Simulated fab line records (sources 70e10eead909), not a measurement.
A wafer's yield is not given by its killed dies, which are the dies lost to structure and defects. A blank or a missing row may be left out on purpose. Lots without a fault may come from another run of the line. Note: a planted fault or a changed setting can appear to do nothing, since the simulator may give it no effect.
fab line records	flow nand-harc
record: lots: 6	wafers: 18	last-day: 24
route steps=1159 shown A_STAIRCASE@736 A_SGD_CUT@747 END@1159
lots untouched by any fault: they come from a run of this same line in which no faults occurred
start-h: the number of hours between the record's first day and the start of the first shown wafer of the lot	wait-h: hours elapsed since this lot's preceding step	" identical to the entry in the row above	L1.1+2: one row covering several wafers at once	- no value, or no start given	* or withheld: withheld	< > ~ a bound
route shown NAME@n: NAME is a module with steps in the file, n the number in the route of the first one	usual: mean and standard deviation over wafers with no fault	same: alike in all rows	chamber/n: place in a boat	sites: readings site by site	_std_site: their standard deviation	_edge_site: the outer-site mean with the inner-site mean subtracted	radius-mm: for every site, how far away it sits from the centre of the wafer	mask NAME#n: copy n	behind: the most recent tool/chamber to have shaped the wafer	hold: what put the lot on hold/how long, in hours/how the hold closed	device: the transistor (n, p or np) that didn't switch	end of line: at the end of the route, the tests of the same wafers	a step without rows: its recipe alone	killed: not the wafer's yield, but the dies lost to structure and defects at the first sort	map: dies across one wafer; x = killed, . = not, _ = none there
set.NAME: the setting the step ran with; set.NAME@STEP: the setting that earlier step ran with	model.NAME: the simulator's own value behind a step, which no gauge read
lots seen at some steps along the route; tables by step, rows by wafer
services: a tool's chamber out of use, with start hour (start-h, from the record's first day; less than 0 if before it), hours out, and reason
== steps ==
step: NHARC_A_STAIRCASE_SRD_154
step: NHARC_A_STAIRCASE_ETCH_403
recipe: target-depth-a: 1082	chemistry: dHF	material: SiO2
step: NHARC_A_STAIRCASE_ETCHBACK_422
recipe: target-depth-a: 400	over-etch-frac: 0.3	time-s: 74.286	ion-energy-ev: 120	ch3f-flow-sccm: 50	o2-flow-sccm: 30	ar-flow-sccm: 200	rf-w: 500	bias-w: 100	chemistry: CH3F/O2
usual: bias-w: 100.01/0.28	drypump-motor-current-A: 5.8/0.43	oes-product-au: 0.98/0.036	rf-vpp-V: 244.5/1.7	showerhead-plenum-p-Torr: 2.47/0.11	throttle-valve-pct: 20.662/0.0092
lot.wafer	tool	chamber	start-h	wait-h	bias-w	drypump-motor-current-A	oes-product-au	rf-hours-counter-h	rf-vpp-V	showerhead-plenum-p-Torr	throttle-valve-pct
L577.2	rie-diel-07	1	330.76	0.1	99.76	6.0	1.01	28	243.5	2.31	20.659
L577.4	"	2	"	"	99.83	4.9	1.01	38	245.0	2.45	20.650
L577.5	"	2	"	"	100.08	4.9	1.00	-	244.8	2.45	20.658
L580.4	rie-diel-05	1	349.73	0.1	99.83	6.1	1.00	0	244.4	2.46	20.665
L580.2	"	2	"	"	99.92	6.3	1.00	0	246.0	2.63	20.667
L580.1	"	3	"	"	100.15	5.0	1.01	0	246.1	2.54	20.689
L578.1	rie-diel-04	2	359.70	0.2	99.87	5.9	0.92	25	243.9	2.44	20.671
L578.5	"	0	"	"	100.58	6.4	0.94	-	245.2	2.53	20.663
L578.6	"	1	"	"	100.07	5.9	0.94	-	242.1	2.30	20.653
L583.1	rie-diel-07	3	359.87	0.2	99.93	5.7	1.01	46	247.9	2.64	20.668
L583.6	"	1	"	"	99.89	6.1	1.00	-	242.9	2.30	20.665
L583.5	"	2	"	"	99.65	4.9	0.99	-	243.0	2.44	20.662
L591.3	rie-diel-04	2	418.82	0.1	99.98	5.9	0.99	45	243.4	2.43	20.673
L591.2	"	3	"	"	99.92	5.9	1.00	47	244.6	2.48	20.670
L591.5	"	1	"	"	99.92	5.9	1.01	-	243.5	2.29	20.665
L595.1	rie-diel-05	3	439.70	0.1	100.56	5.0	0.94	32	245.5	2.53	20.665
L595.2	"	0	"	"	99.75	5.2	0.93	31	248.5	2.60	20.659
L595.4	"	2	"	"	99.92	6.4	0.92	31	246.6	2.62	20.656
step: NHARC_A_STAIRCASE_ETCH_423
recipe: target-depth-a: 300	chemistry: dHF	material: SiO2
step: NHARC_A_STAIRCASE_ETCHBACK_157
recipe: target-depth-a: 900	over-etch-frac: 0.3	time-s: 167.14	ion-energy-ev: 120	ch3f-flow-sccm: 50	o2-flow-sccm: 30	ar-flow-sccm: 200	rf-w: 500	bias-w: 100	chemistry: CH3F/O2
step: NHARC_A_STAIRCASE_STRIP_475
recipe: time-s: 20	o2-flow-sccm: 500	ar-flow-sccm: 0	bias-w: 0	chemistry: O2
step: NHARC_A_STAIRCASE_DEP_471
recipe: target-thk-a: 1000	temp-c: 400	pressure-torr: 6.5	rf-w: 900	teos-flow-sccm: 161.4	flow-sccm: 2650	target-thk-nm: 100	gas: O2	material: SiO2
step: NHARC_A_STAIRCASE_CMP_472
recipe: material: SiO2
step: NHARC_A_STAIRCASE_SRD_474
step: NHARC_A_STAIRCASE_INSPECT_155
usual: raw-defect-count: 318/97
lot.wafer	tool	chamber	start-h	wait-h	raw-defect-count
L577.2	defect-inspect-01	-	332.04	0.1	633
L577.4	"	-	"	"	360
L577.5	"	-	"	"	378
L580.1	defect-inspect-02	-	351.02	0.1	779
L580.2	"	-	"	"	503
L580.4	"	-	"	"	426
L578.1	defect-inspect-02	-	361.02	0.1	305
L578.5	"	-	"	"	227
L578.6	"	-	"	"	308
L583.1	defect-inspect-01	-	361.10	0.1	326
L583.5	"	-	"	"	338
L583.6	"	-	"	"	194
L591.2	defect-inspect-02	-	420.25	0.1	323
L591.3	"	-	"	"	287
L591.5	"	-	"	"	376
L595.1	defect-inspect-02	-	440.95	0.1	308
L595.2	"	-	"	"	170
L595.4	"	-	"	"	254
step: NHARC_A_SGD_CUT_DEP_00
recipe: target-thk-a: 500	temp-c: 400	target-thk-nm: 50	flow-sccm: 200	rf-w: 450	material: SiNx
usual: heater-power-w: 716/77
lot.wafer	tool	chamber	start-h	wait-h	heater-power-w	since-wet-clean-h
L577.2	pecvd-04	0	332.16	0.1	706	124
L577.4	"	1	"	"	657	-
L577.5	"	2	"	"	770	-
L580.2	pecvd-01	1	351.11	0.1	618	101
L580.1	"	2	"	"	932	101
L580.4	"	0	"	"	597	-
L578.1	pecvd-04	0	361.12	0.1	624	153
L578.5	"	0	"	"	651	-
L578.6	"	1	"	"	633	-
L583.1	pecvd-04	0	361.32	0.2	735	153
L583.5	"	1	"	"	697	-
L583.6	"	0	"	"	724	-
L591.2	pecvd-03	0	420.32	0.1	723	115
L591.3	"	2	"	"	662	115
L591.5	"	2	"	"	668	-
L595.2	pecvd-03	1	441.01	0.1	785	136
L595.1	"	0	"	"	747	136
L595.4	"	1	"	"	782	-
step: NHARC_A_SGD_CUT_DEHYDRATE_01
recipe: temp-c: 150	time-s: 120
step: NHARC_A_SGD_CUT_HMDS_02
recipe: time-s: 30
step: NHARC_A_SGD_CUT_COAT_56
recipe: temp-c: 260	time-s: 75
step: NHARC_A_SGD_CUT_COAT_57
recipe: temp-c: 225	time-s: 65
step: NHARC_A_SGD_CUT_COAT_03
recipe: spin-rpm: 1500	resist-thk-nm: 90
step: NHARC_A_SGD_CUT_SOFTBAKE_04
recipe: temp-c: 105	time-s: 55
step: NHARC_A_SGD_CUT_EBR_05
step: NHARC_A_SGD_CUT_EXPOSE_06
recipe: na: 1.35	dose-mj: 85.59	mask-id: SGD
step: NHARC_A_SGD_CUT_PEB_07
recipe: peb-temp-c: 100	peb-time-s: 65
step: NHARC_A_SGD_CUT_DEVELOP_08
recipe: develop-time-s: 35	dev-temp-c: 23
step: NHARC_A_SGD_CUT_CD_MEAS_09
recipe: target-cd-nm: 100	landing-energy-ev: 500
usual: cd-nm: 100.0/0.49
lot.wafer	tool	chamber	start-h	wait-h	cd-nm
L577.2	cd-sem-01	0	332.83	-	100.4
L577.4	"	0	"	"	100.2
L577.5	"	0	"	"	100.9
L580.1	cd-sem-03	0	351.81	-	100.0
L580.2	"	0	"	"	99.5
L580.4	"	0	"	"	100.2
L578.1	cd-sem-01	0	361.69	-	100.2
L578.5	"	0	"	"	100.2
L578.6	"	0	"	"	100.3
L583.1	cd-sem-02	0	361.99	-	100.6
L583.5	"	0	"	"	99.9
L583.6	"	0	"	"	100.2
L591.2	cd-sem-01	0	421.04	-	99.2
L591.3	"	0	"	"	99.1
L591.5	"	0	"	"	99.8
L595.1	cd-sem-01	0	441.73	-	100.0
L595.2	"	0	"	"	100.0
L595.4	"	0	"	"	99.4
step: NHARC_A_SGD_CUT_OVL_MEAS_10
usual: overlay-x-nm: 0.3/0.85	overlay-y-nm: 0.0/0.82
lot.wafer	tool	chamber	start-h	wait-h	overlay-x-nm	overlay-y-nm
L577.2	overlay-01	-	332.92	-	-0.4	-0.5
L577.4	"	-	"	"	0.2	0.3
L577.5	"	-	"	"	0.1	-0.4
L580.1	overlay-02	-	351.90	-	-1.8	0.2
L580.2	"	-	"	"	-1.9	0.9
L580.4	"	-	"	"	-1.7	0.5
L578.1	overlay-01	-	361.78	-	0.8	-0.8
L578.5	"	-	"	"	0.7	-0.3
L578.6	"	-	"	"	1.6	-0.8
L583.1	overlay-02	-	362.08	-	0.8	-0.6
L583.5	"	-	"	"	0.5	-0.5
L583.6	"	-	"	"	0.9	-0.4
L591.2	overlay-02	-	421.13	-	0.1	0.1
L591.3	"	-	"	"	0.8	0.1
L591.5	"	-	"	"	0.0	-0.2
L595.1	overlay-02	-	441.82	-	0.2	0.8
L595.2	"	-	"	"	-0.2	0.8
L595.4	"	-	"	"	0.4	1.2
step: NHARC_A_SGD_CUT_INSPECT_11
usual: raw-defect-count: 17/10
lot.wafer	tool	chamber	start-h	wait-h	raw-defect-count
L577.2	defect-inspect-02	-	332.95	0.0	21
L577.4	"	-	"	"	20
L577.5	"	-	"	"	18
L580.1	defect-inspect-01	-	351.93	0.0	14
L580.2	"	-	"	"	14
L580.4	"	-	"	"	10
L578.1	defect-inspect-02	-	361.81	0.0	23
L578.5	"	-	"	"	23
L578.6	"	-	"	"	26
L583.1	defect-inspect-02	-	362.12	0.0	25
L583.5	"	-	"	"	28
L583.6	"	-	"	"	26
L591.2	defect-inspect-01	-	421.17	0.0	7
L591.3	"	-	"	"	11
L591.5	"	-	"	"	10
L595.1	defect-inspect-01	-	441.86	0.0	10
L595.2	"	-	"	"	10
L595.4	"	-	"	"	7
step: NHARC_A_SGD_CUT_DESCUM_14
recipe: time-s: 3	o2-flow-sccm: 200	ar-flow-sccm: 0	bias-power-w: 0	chemistry: O2
step: NHARC_A_SGD_CUT_ETCH_58
recipe: target-depth-a: 390	over-etch-frac: 0.3	time-s: 65	ion-energy-ev: 80	cf4-flow-sccm: 150	ar-flow-sccm: 0	rf-w: 300	bias-w: 100	chemistry: CF4
step: NHARC_A_SGD_CUT_ETCH_59
recipe: target-depth-a: 2600	over-etch-frac: 0.25	time-s: 406.25	ion-energy-ev: 200	n2-flow-sccm: 150	h2-flow-sccm: 150	ar-flow-sccm: 0	rf-w: 400	bias-w: 150	chemistry: N2/H2
step: NHARC_A_SGD_CUT_ETCH_15
recipe: target-depth-a: 750	time-s: 64.3	ch3f-flow-sccm: 50	o2-flow-sccm: 30	ar-flow-sccm: 200	rf-w: 500	bias-w: 100	chemistry: CH3F/O2
usual: bias-w: 100.0/0.3	drypump-motor-current-A: 5.6/0.48	oes-product-au: 0.963/0.018	rf-vpp-V: 263.9/1.8	showerhead-plenum-p-Torr: 2.47/0.12	throttle-valve-pct: 20.663/0.01
lot.wafer	tool	chamber	start-h	wait-h	bias-w	drypump-motor-current-A	oes-product-au	rf-hours-counter-h	rf-vpp-V	showerhead-plenum-p-Torr	throttle-valve-pct
L577.2	rie-diel-11	0	-	-	100.1	4.7	0.956	9	262.0	2.34	20.668
L577.4	"	2	"	"	99.5	6.2	0.971	9	261.7	2.33	20.659
L577.5	"	1	"	"	100.3	5.0	0.965	-	266.2	2.62	20.653
L580.4	rie-diel-11	1	-	-	99.9	5.0	0.944	10	265.8	2.62	20.672
L580.2	"	2	"	"	99.8	6.2	0.957	10	262.5	2.33	20.660
L580.1	"	3	"	"	99.7	5.6	0.968	10	264.4	2.49	20.664
L578.1	rie-diel-01	3	-	-	100.1	5.5	0.946	4	265.3	2.60	20.651
L578.5	"	3	"	"	100.0	5.5	0.956	-	265.0	2.60	20.658
L578.6	"	0	"	"	99.8	5.9	0.977	-	263.7	2.41	20.650
L583.1	rie-diel-11	0	-	-	99.9	4.7	0.959	11	262.0	2.34	20.667
L583.6	"	2	"	"	100.2	6.2	0.945	-	264.1	2.33	20.653
L583.5	"	3	"	"	99.9	5.6	0.962	-	263.1	2.49	20.651
L591.2	rie-diel-01	3	-	-	99.9	5.5	0.914	10	267.1	2.59	20.652
L591.3	"	0	"	"	99.7	5.9	0.940	10	262.9	2.41	20.651
L591.5	"	1	"	"	100.4	6.1	0.929	-	264.3	2.60	20.661
L595.1	rie-diel-11	3	-	-	99.8	5.6	0.973	6	263.6	2.49	20.658
L595.4	"	1	"	"	99.6	5.1	0.978	6	266.9	2.62	20.645
L595.2	"	2	"	"	100.3	6.2	0.965	5	261.9	2.33	20.665
step: NHARC_A_SGD_CUT_ETCH_16
recipe: target-depth-a: 3105	time-s: 155.2	c4f8-flow-sccm: withheld	o2-flow-sccm: 8	ar-flow-sccm: withheld	rf-w: 600	bias-w: 800	chemistry: C4F8/O2/Ar
usual: bias-w: 800.0/2.5	oes-product-au: 0.975/0.015	rf-vpp-V: 724/4.7
lot.wafer	tool	chamber	start-h	wait-h	bias-w	oes-product-au	rf-hours-counter-h	rf-vpp-V
L577.4	rie-diel-11	3	-	-	800.6	0.967	9	725
L577.2	"	0	"	"	797.7	0.970	9	720
L577.5	"	1	"	"	797.0	0.971	-	730
L580.4	rie-diel-11	2	-	-	798.4	0.968	10	718
L580.1	"	3	"	"	798.5	0.979	10	725
L580.2	"	0	"	"	807.1	0.972	10	718
L578.1	rie-diel-01	1	-	-	805.6	0.980	4	729
L578.5	"	1	"	"	807.0	0.983	-	730
L578.6	"	2	"	"	801.1	0.980	-	718
L583.1	rie-diel-11	2	-	-	804.8	0.967	11	718
L583.6	"	2	"	"	803.8	0.965	-	717
L583.5	"	3	"	"	797.4	0.972	-	725
L591.2	rie-diel-01	3	-	-	800.6	0.939	10	728
L591.3	"	1	"	"	800.5	0.953	11	728
L591.5	"	3	"	"	797.2	0.943	-	728
L595.1	rie-diel-11	3	-	-	801.1	0.970	6	726
L595.4	"	0	"	"	794.0	1.001	6	717
L595.2	"	1	"	"	801.7	0.972	6	730
step: NHARC_A_SGD_CUT_STRIP_60
recipe: c4f8-flow-sccm: withheld	o2-flow-sccm: 8	ar-flow-sccm: withheld	bias-w: 0	chemistry: C4F8/O2/Ar
step: NHARC_A_SGD_CUT_STRIP_17
recipe: o2-flow-sccm: 500	ar-flow-sccm: 0	bias-w: 0	chemistry: O2
usual: drypump-motor-current-A: 5.6/0.47	oes-product-au: 1.002/0.0099	rf-vpp-V: 57.8/1	showerhead-plenum-p-Torr: 3.55/0.16	throttle-valve-pct: 17.037/0.0097
same: bias-w: 0
lot.wafer	tool	chamber	start-h	wait-h	drypump-motor-current-A	oes-product-au	rf-hours-counter-h	rf-vpp-V	showerhead-plenum-p-Torr	throttle-valve-pct
L577.4	rie-diel-11	1	-	-	5.0	0.998	9	59.7	3.75	17.034
L577.2	"	3	"	"	5.6	1.005	9	58.5	3.57	17.049
L577.5	"	2	"	"	6.2	0.985	-	57.5	3.36	17.028
L580.4	rie-diel-11	2	-	-	6.2	0.997	10	57.1	3.35	17.023
L580.2	"	0	"	"	4.7	1.014	10	58.0	3.36	17.033
L580.1	"	1	"	"	5.0	1.008	10	58.2	3.75	17.052
L578.1	rie-diel-01	1	-	-	6.1	0.991	4	57.5	3.74	17.026
L578.6	"	1	"	"	6.1	0.993	-	59.0	3.74	17.011
L578.5	"	2	"	"	5.1	0.993	-	57.4	3.35	17.036
L583.1	rie-diel-11	3	-	-	5.7	1.000	11	59.1	3.57	17.041
L583.5	"	1	"	"	5.0	1.004	-	57.8	3.75	17.039
L583.6	"	2	"	"	6.2	0.997	-	57.0	3.35	17.037
L591.3	rie-diel-01	3	-	-	5.5	0.988	10	58.9	3.72	17.025
L591.2	"	0	"	"	5.9	1.012	10	56.2	3.46	17.019
L591.5	"	0	"	"	5.9	1.020	-	58.0	3.46	17.041
L595.1	rie-diel-11	1	-	-	5.0	1.013	6	58.6	3.75	17.038
L595.4	"	2	"	"	6.2	1.002	6	56.7	3.35	17.029
L595.2	"	3	"	"	5.6	1.013	6	57.4	3.57	17.037
step: NHARC_A_SGD_CUT_PRECLEAN_18
recipe: time-s: *	temp-c: 50	bath-age-min: 0	chemistry: SC1
step: NHARC_A_SGD_CUT_SRD_19
step: NHARC_A_SGD_CUT_DEP_20
recipe: target-thk-a: 1500	temp-c: 65	material: SiO2
step: NHARC_A_SGD_CUT_ANNEAL_27
recipe: temp-c: 450	time-s: 1800
step: NHARC_A_SGD_CUT_CMP_21
recipe: target-thk-nm: 148.19
usual: motor-current-A: 12.2/0.99	time-to-endpoint-s: 50.2/2.5
lot.wafer	tool	chamber	start-h	wait-h	motor-current-A	time-to-endpoint-s
L577.4	cmp-03	3	339.61	0.4	10.8	53.6
L577.2	"	0	"	"	10.9	53.1
L577.5	"	1	"	"	13.1	52.6
L580.2	cmp-04	3	357.45	0.4	11.2	52.2
L580.1	"	0	"	"	13.3	47.6
L580.4	"	2	"	"	12.6	50.9
L578.1	cmp-02	3	370.74	0.4	10.9	56.6
L578.5	"	3	"	"	11.1	55.8
L578.6	"	0	"	"	12.0	47.9
L583.1	cmp-04	3	370.83	0.5	12.0	47.2
L583.6	"	3	"	"	11.8	46.9
L583.5	"	0	"	"	12.6	46.8
L591.3	cmp-03	0	426.90	0.4	11.0	52.1
L591.2	"	1	"	"	13.1	51.5
L591.5	"	0	"	"	10.9	45.5
L595.4	cmp-03	3	447.63	0.4	10.4	50.8
L595.2	"	0	"	"	10.7	47.9
L595.1	"	1	"	"	12.9	51.2
step: NHARC_A_SGD_CUT_SRD_23
step: NHARC_A_SGD_CUT_ETCH_26
recipe: target-depth-a: 458	chemistry: dHF	material: SiO2
step: NHARC_A_SGD_CUT_ETCHBACK_24
recipe: target-depth-a: 500	over-etch-frac: 0.3	time-s: 92.857	ion-energy-ev: 120	ch3f-flow-sccm: 50	o2-flow-sccm: 30	ar-flow-sccm: 200	rf-w: 500	bias-w: 100	chemistry: CH3F/O2
step: NHARC_END_SORT_01
recipe: temp-c: 25
usual: killed-at-array: 27/12	killed-at-other: 0.8/1	killed-at-periphery: 4.0/2.5	killed-dies: 32/11	killed-open: 3.3/1.8	killed-short: 2.0/1.5
same: gross-dies: 677
lot.wafer	tool	chamber	start-h	wait-h	killed-at-array	killed-at-other	killed-at-periphery	killed-dies	killed-open	killed-short
L578.1	prober-02	0	488.59	2.5	42	0	1	43	5	5
L578.5	prober-02	0	491.84	3.8	668	0	3	671	1	4
L578.6	prober-02	0	492.66	4.1	659	0	1	660	3	2
L583.5	prober-01	0	491.89	3.8	669	0	2	671	1	4
L583.6	prober-01	0	492.70	4.1	666	1	5	672	3	1
killed by level:class
L578.1 A_CHANNEL_HOLE_D1:chamber-film-flake=14 A_SLIT:chamber-film-flake=9 A_STAIRCASE:chamber-film-flake=6 A_WL_FILL:chamber-film-flake=3 A_ONON_D1:geometric-particle:short=2 A_CHANNEL_FILL_D1:geometric-particle:short=2 P_M0:geometric-particle:open=1 A_SOURCE_PLATE:geometric-particle:open=1
L578.5 A_SGD_CUT:area-dep=635 A_CHANNEL_HOLE_D1:chamber-film-flake=17 A_SLIT:chamber-film-flake=7 A_STAIRCASE:chamber-film-flake=3 P_M0:geometric-particle:short=1 A_ONON_D1:geometric-particle:short=1 A_CHANNEL_FILL_D1:geometric-particle:short=1 A_CONTACT:geometric-particle:short=1
L583.5 A_SGD_CUT:area-dep=641 A_CHANNEL_HOLE_D1:chamber-film-flake=21 A_ONON_D1:geometric-particle:short=2 A_CHANNEL_FILL_D1:geometric-particle:short=1 A_BLC:geometric-particle:open=1 A_BLC:geometric-particle:short=1 P_STI:chamber-film-flake=1 P_M2:chamber-film-flake=1
L578.6 A_SGD_CUT:area-dep=621 A_CHANNEL_HOLE_D1:chamber-film-flake=12 A_SLIT:chamber-film-flake=12 A_STAIRCASE:chamber-film-flake=8 A_SOURCE_PLATE:geometric-particle:short=1 A_CHANNEL_HOLE_D1:geometric-particle:short=1 A_CHANNEL_FILL_D1:geometric-particle:open=1 A_CONTACT:geometric-particle:open=1
L583.6 A_SGD_CUT:area-dep=646 A_CHANNEL_HOLE_D1:chamber-film-flake=18 P_M2:chamber-film-flake=2 P_GATE:geometric-particle:open=1 P_M0:geometric-particle:open=1 A_CONTACT:geometric-particle:open=1 P_GATE:chamber-film-flake=1 STARTING-WAFER:geometric-particle:short=1
map L578.5 (x killed, . not)
____________x____________
_________xxxxxxx_________
_______xxxxxxxxxxx_______
______xxxxxxxxxxxxx______
_____xxxxxxxxxxxxxxx_____
____xxxxxxxxxxxxxxxxx____
____xxxxxxxxxxxxxxxxx____
___xxxxxxxx.xxxxxxxxxx___
___xxxxxxxxxxxxxxxxxxx___
__xxxxxxxxxxxxxxxxxxxxx__
__xxxxxxxxxxxxxxxxxxxxx__
_xxxxxxxxxxxxxxxxxxxxxxx_
_xxxxxxxxxxxxxxxxxxxxxxx_
_xxxxxxxxxxxxxxxxxxxxxxx_
_xxxxxxxxxxxxxxxxxxxxxxx_
_xxxxxxxxxxxxxxxxxxxxxxx_
xxxxxxxxxxxxxx.xxxxxxxxxx
xxx.xxxxxxxxxxxxxxxxxxxxx
xxxxxxxxxxxxxxxxxxxxxxxxx
xxxxxxxxxxxxxxxxxxxxxxxxx
xxxxxxxxxxxxxxxxxxxxxxxxx
_x.xxxxxxxxxxxxxxxxxxxxx_
_xxxxxxxxxxxxxxxxxxxxxxx_
_xxxx.xxxxxxxxxxxxxxxxxx_
_xxxxxxxxxxxxxxxxxxxxxxx_
_xxxxxxxxxxxxxxxxxxxxxxx_
__x.xxxxxxxxxxxxxxxxxxx__
__xxxxxxxxxxxxxxxxxxxxx__
___xxxxxxxxxxxxxxxxxxx___
___xxxxxxxxxxxxxxxxxxx___
____xxxxxxxxxxxxxxxxx____
____xxxxxxxxxxxxxxxxx____
_____xxxxxxxxxxxxxxx_____
______xxxxxxxxxxxxx______
_______xxxxxxxxxxx_______
_________xxxxxxx_________
____________x____________
map L583.6 (x killed, . not)
____________x____________
_________xxxxxxx_________
_______xxxxxxxxxxx_______
______xxxxxx.xxxxxx______
_____xxxxxxxxxxxxxxx_____
____xxxxxxxxxxxxxxxxx____
____xxxxxxxxxxxxxxxxx____
___xxxxxxxxxxxxxxxxxxx___
___xxxxxxxxxxxxxxxxxxx___
__xxxxxxxxxxxxxxxxxxxxx__
__xxxxxxxxxxxxxxxxxxxxx__
_xxxxxxxxxxxxxxxxxxxxxx._
_xxxxxxxxxxxxxxxxxxxxxxx_
_xxxxxxxxxxxxxxxxxxxxxxx_
_xxxxxxxxxxxxxxxxxxxxxxx_
_xxxxxxxxxxxxxxxxxxxxxxx_
xxxxxxxxxxxxxxxxxxxxxxxxx
xxxxxxxxxxxxxxxxxxxxxxxxx
xxxxxxxxxxxxxxxxxxxxxxxxx
xxxxxxxxxxxxxxxxxxxxxxxxx
xxxxxxxxxxxxxxxxxxxxxxxxx
_xxxxxxxxxxxxxxxxxxxxx.x_
_xxxxxxxxxxxxxxxxxxxxxxx_
_xxxxxxxxxxxxxxxxxxxxxxx_
_xxxxxxxxxxxxxxxxxxxxxxx_
_xxxxxxxxxxxxxxxxxxxxx.x_
__xxxxxxxxxxxxxxxxxxxxx__
__xxxxxxxxxxxxxxxxxxxxx__
___xxxxxxxxxxxxxxxxxxx___
___xxxxxxxxxxxxxxxxxxx___
____xxxxxxxxxxxxxxxxx____
____xxxxxxxxxxxxxxxxx____
_____xxxxxxxxxxxxxxx_____
______xxxxxx.xxxxxx______
_______xxxxxxxxxxx_______
_________xxxxxxx_________
____________x____________
== services ==
tool	chamber	start-h	hours	kind
rie-diel-01	-	314.80	9.0	pm
cmp-04	-	315.06	1.7	repair
cmp-02	-	321.02	1.2	repair
rie-diel-11	0	321.26	-	clean
rie-diel-11	1	321.26	-	clean
rie-diel-11	2	321.26	-	clean
rie-diel-11	3	321.26	-	clean
cmp-02	-	324.69	4.0	pm
rie-diel-05	-	340.63	9.0	pm
cmp-03	-	344.46	31.8	repair
rie-diel-11	-	366.50	9.0	pm
pecvd-03	2	366.81	7.3	repair
cmp-04	-	373.58	1.1	repair
pecvd-04	-	376.00	13.0	pm
rie-diel-05	0	394.89	4.7	repair
rie-diel-07	3	395.32	2.2	repair
cmp-04	-	399.16	4.0	pm
rie-diel-11	-	400.73	0.2	repair
rie-diel-07	-	405.70	9.0	pm
rie-diel-11	1	407.61	1.2	repair
rie-diel-11	3	413.71	2.8	repair
pecvd-01	-	418.10	13.0	pm
rie-diel-11	0	419.63	6.9	repair
cmp-02	-	422.69	4.0	pm
== key ==
first-sign: step: NHARC_END_SORT_01	reading: killed-dies	direction: up	sigmas: 58	usual: 32	struck: 668
effect: step: NHARC_END_SORT_01	reading: killed-at-array	direction: up	sigmas: 55	usual: 27	struck: 666
more-kills-born-at: NHARC_A_SGD_CUT_DEP_00@pecvd-04: 2543
met-at NHARC_A_SGD_CUT_DEP_00
struck-wafers L578.5,L578.6,L583.5,L583.6
later-rows-left-out L578.5,L578.6,L583.5,L583.6
tester-left-out L578,L583
onset-between 332.16 361.12
fault: kind: process-parameter-drift	tool: pecvd-04	chamber: -	onset-h: 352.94	steps: NHARC_A_SGD_CUT_DEP_00	channel: target-thk-a	offset: *	shape: step	end-h: 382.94	scope: struck-wafers-only	acts-in: *	stated: *
tester-left-out: of these lots the tester's yield and bins aren't shown, on N5 and GAA mostly nor the transistor test; their killed dies are dies lost to structure and defects alone, not to doping, threshold or leakage, so they don't give the yield
later-rows-left-out: the simulator's readings of these wafers behind a module that went badly wrong aren't trusted and aren't shown, but for the sort
